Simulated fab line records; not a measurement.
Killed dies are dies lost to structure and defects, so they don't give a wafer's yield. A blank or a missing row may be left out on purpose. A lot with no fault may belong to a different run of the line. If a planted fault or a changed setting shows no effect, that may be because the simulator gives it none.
Matching of chambers | flow n5-finfet | N5_BEOL_M11_CMP_52 on cmp-01: 4 sister chambers
The step polishes, stops on SiCOH lowk, t overpolish 7 s, target thk 140 nm. 4 wafers are shown with their chamber, then 10 later ones without.

WAFERS PAIRED WITH THEIR CHAMBERS
wafer  | chamber | motor-current-A (A)
L080.5 | 0       | 6.1
L083.6 | 2       | 5.4
L086.1 | 1       | 7.4
L086.2 | 3       | 5.9

WAFERS MISSING THEIR CHAMBER
wafer  | motor-current-A (A)
L086.5 | 6.3
L091.4 | 7.0
L091.5 | 6.1
L091.6 | 5.3
L094.1 | 6.0
L094.3 | 7.3
L094.5 | 6.9
L096.3 | 5.1
L096.5 | 5.7
L096.6 | 5.4

CHAMBER TAKEN BY EACH
wafer  | from the rows above          | in truth
L086.5 | can't be placed: 0 or 3      | 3
L091.4 | 1                            | 1
L091.5 | can't be placed: 0 or 3      | 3
L091.6 | 2                            | 2
L094.1 | can't be placed: 0 or 3      | 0
L094.3 | 1                            | 1
L094.5 | can't be placed: 1 or 0      | 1
L096.3 | 2                            | 2
L096.5 | can't be placed: 3 or 2 or 0 | 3
L096.6 | 2                            | 2
Placed correctly: 5 of 10. These rows do not allow placing 5 (true chamber among the candidates in 5). Number placed wrongly: 0.
How it was worked out, from the rows above alone: a wafer's distance from a chamber is the root of the sum, over the readings, of the square of ((its reading less the chamber's mean) divided by the reading's scatter). If the next closest chamber is less than 2 further off than the closest, the wafer can't be placed; otherwise it belongs to the closest. For every chamber, the mean is computed from those of its wafers that are shown. The scatter: root of mean squared gap, hidden wafer to nearest shown wafer, with one shown wafer a chamber.
